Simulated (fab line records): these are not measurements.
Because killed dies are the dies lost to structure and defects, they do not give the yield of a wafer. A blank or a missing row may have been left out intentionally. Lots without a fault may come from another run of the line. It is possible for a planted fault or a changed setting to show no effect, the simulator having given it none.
A struck lot beside a sound one    flow nand_harc    14 out of 1159 route steps
Sound: these wafers, L935.3, L935.4, L935.5. Struck: wafer L951.4. (L951.1, L951.5 of the same lot were not struck and are left out.) The cause comes at the end.
For every step that has rows: the tool of each side, followed by ch and its chambers, followed by its first start. Under that, the readings that differ: sound wafers    struck wafers    difference of the means    sigmas: that difference in standard deviations of wafers without a fault.
alike: words and numbers the same on both sides, and readings whose means are apart by under 2 such deviations; not compared: readings that were withheld, readings missing a value for some wafer, numbers with overlapping values and no deviation given by the record, and bounds like >300 which may hide the same value.
The two part at a step that has a row with sigmas, a row that says differs or no value, or rows on one side only. Numbers that have no deviation but don't overlap get no sigmas and don't part them. Lack of a reading on every wafer of one side parts them only where that side has two or more wafers.

NHARC_A_SOURCE_PLATE_THK_MEAS_06: measures by ellipsometry.
  sound: film_metro-02 at day 7 23:53; struck: film_metro-01 at day 12 00:01
  alike: thk_nm
NHARC_A_SOURCE_PLATE_INSPECT_08:
  sound: defect_inspect-01 at day 7 23:57; struck: defect_inspect-01 at day 12 00:05
  alike: raw_defect_count
following that, 1 step holds no rows for these wafers, namely NHARC_A_ONON_D1_DEP_00 (target thickness 1000 nm).
NHARC_A_ONON_D1_THK_MEAS_02: measures by ellipsometry.
  sound: film_metro-01 at day 8 00:31; struck: film_metro-02 at day 12 00:40
  alike: thk_nm
following that, 1 step holds no rows for these wafers, namely NHARC_A_ONON_D1_DEP_03 (target thickness 1000 nm).
NHARC_A_ONON_D1_THK_MEAS_05: measures by ellipsometry.
  sound: film_metro-01 at day 8 01:05; struck: film_metro-02 at day 12 01:13
  alike: thk_nm
following that, 1 step holds no rows for these wafers, namely NHARC_A_ONON_D1_DEP_06 (target thickness 1000 nm).
NHARC_A_ONON_D1_THK_MEAS_08: measures by ellipsometry.
  sound: film_metro-01 at day 8 01:40; struck: film_metro-02 at day 12 01:48
reading      sound           struck  difference  sigmas
thk_nm (nm)  1027 1026 1027  981     -46         -5
following that, 1 step holds no rows for these wafers, namely NHARC_A_ONON_D1_DEP_09 (target thickness 1000 nm).
NHARC_A_ONON_D1_THK_MEAS_11: measures by ellipsometry.
  sound: film_metro-02 at day 8 02:14; struck: film_metro-02 at day 12 02:22
  alike: thk_nm
NHARC_A_ONON_D1_DEP_12: target thk 1000 nm.
  sound on pecvd_onon-02 ch 0, day 8 02:24; struck on pecvd_onon-02 ch 0, day 12 02:25
  alike: n2o_flow_sccm
NHARC_A_ONON_D1_THK_MEAS_14: measures by ellipsometry.
  sound: film_metro-01 at day 8 02:49; struck: film_metro-01 at day 12 02:56
reading      sound           struck  difference  sigmas
thk_nm (nm)  1001 1000 1001  1353    +352        +53
then, 1 step without rows for these wafers: NHARC_A_ONON_D1_ANNEAL_15 (time 3600 s).
-- the record jumps here: 12 days lie between the struck wafers' starts before and after (it left off in module A_ONON_D1 and takes up again in module END, whose first step shown is number 1159 of the route) --
NHARC_END_SORT_01:
  sound on prober-02 ch 0, day 19 10:31; struck on prober-02 ch 0, day 23 18:29
  alike: killed_at_array, killed_at_other, killed_at_periphery, killed_dies, killed_open, killed_short

== WHERE THEY PART ==
At NHARC_A_ONON_D1_THK_MEAS_08 first; at NHARC_A_ONON_D1_THK_MEAS_14 last (within this record only). Later steps at which nothing parts them and some readings are alike: NHARC_END_SORT_01.

WHY: what had been put in by the simulator
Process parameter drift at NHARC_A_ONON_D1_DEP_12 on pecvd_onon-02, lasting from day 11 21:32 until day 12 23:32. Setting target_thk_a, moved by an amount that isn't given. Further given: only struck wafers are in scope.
